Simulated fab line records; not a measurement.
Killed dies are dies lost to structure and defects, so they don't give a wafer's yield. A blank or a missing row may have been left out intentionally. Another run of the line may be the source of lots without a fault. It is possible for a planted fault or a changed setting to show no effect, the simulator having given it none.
Code-filled problem report in 8D (eight disciplines) form ; flow nand harc ; the parts of the form that need people (team, actions taken, sign-off) are left out

## 1. THE ISSUE
thk nm at NHARC_A_ONON_D1_THK_MEAS_02 reads a mean of 632 nm on 2 wafers of 1 lot; wafers without a fault read 995 nm with a standard deviation of 12. That is -30 standard deviations from the usual mean.
The step: measures by ellipsometry.
The first sign was on wafer L878.3 at day 11 02:04, on film metro-01. Wafers with a number at this step in the record: 39, from 13 lots. The rule behind "out" and "out of limits": a value lying over 4 standard deviations away from the usual mean. The rest of the wafers with a number are treated as sound.

## 2. WHAT IT IS, WHAT IT ISN'T
question;is;is not
which readings at this step;thk nm;-
which lots;L878;L867, L869, L870, L871, L872, L873, L874, L876, L877, L879, L887, L889
which wafers of those lots;L878.3, L878.4;L878.1
read on which gauges;film metro-01;film metro-02
when;from day 11 02:04;"up to then (31 sound wafers); but 6 sound wafers of L887, L889 came after"

## 3. WHAT RULES OUT EACH SUSPECT
Counting: any tool at a process step up to the reading remains a suspect provided it ran every lot that is out. Sound lots after the first of them don't rule it out here, since some wafers of a struck lot are sound.
- the gauge at NHARC_A_ONON_D1_THK_MEAS_02: kept. All the wafers that are out were read on film metro-01, and no step on other tools shows them out.
- rtp anneal-01 at NHARC_A_ZERO_WELL_RTA_16 (time 10 s): kept. The lot that is out, L878, ran on it at day 10 05:04; the last sound lot it ran before that was L873, at day 8 07:46.
- pecvd onon-01 at NHARC_A_ONON_D1_DEP_00 (target thk 1000 nm): kept. The lot that is out, L878, ran on it at day 11 01:34; the last sound lot it ran before that was L872, at day 8 15:05.
Left after counting: rtp anneal-01 at NHARC_A_ZERO_WELL_RTA_16, pecvd onon-01 at NHARC_A_ONON_D1_DEP_00, film metro-01 at NHARC_A_ONON_D1_THK_MEAS_02.

## 4. THE CAUSE (what the simulator had put in)
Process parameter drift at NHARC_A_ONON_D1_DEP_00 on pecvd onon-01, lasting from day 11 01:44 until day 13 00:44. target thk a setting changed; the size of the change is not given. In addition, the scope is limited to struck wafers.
This tool is one of the 3 suspects left after counting.

## 5. THE CHAIN OF EFFECTS, in route order
One row per reading whose mean, taken over the struck wafers that have a number, lies over 3 standard deviations from the usual. Only readings for which the record gives a usual standard deviation are gone through. hours: the time from each lot's start at the first step in this table that gives one to its start at this step, as a median over the lots. sigmas: the change in usual standard deviations.
hours;step;reading;usual;on struck wafers;change;sigmas
0;NHARC_A_ONON_D1_THK_MEAS_02;thk nm;995 nm;632;-363;-30

## 6. WHAT WOULD HAVE CAUGHT IT SOONER
In this record the first reading out of limits at a measuring or inspecting step was taken at day 11 02:04, 0 hours after the fault began at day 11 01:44.
Lots out: 1; all had begun NHARC_A_ONON_D1_DEP_00 on pecvd onon-01 by day 11 02:04. Holding the tool at that point would not have protected any of them.
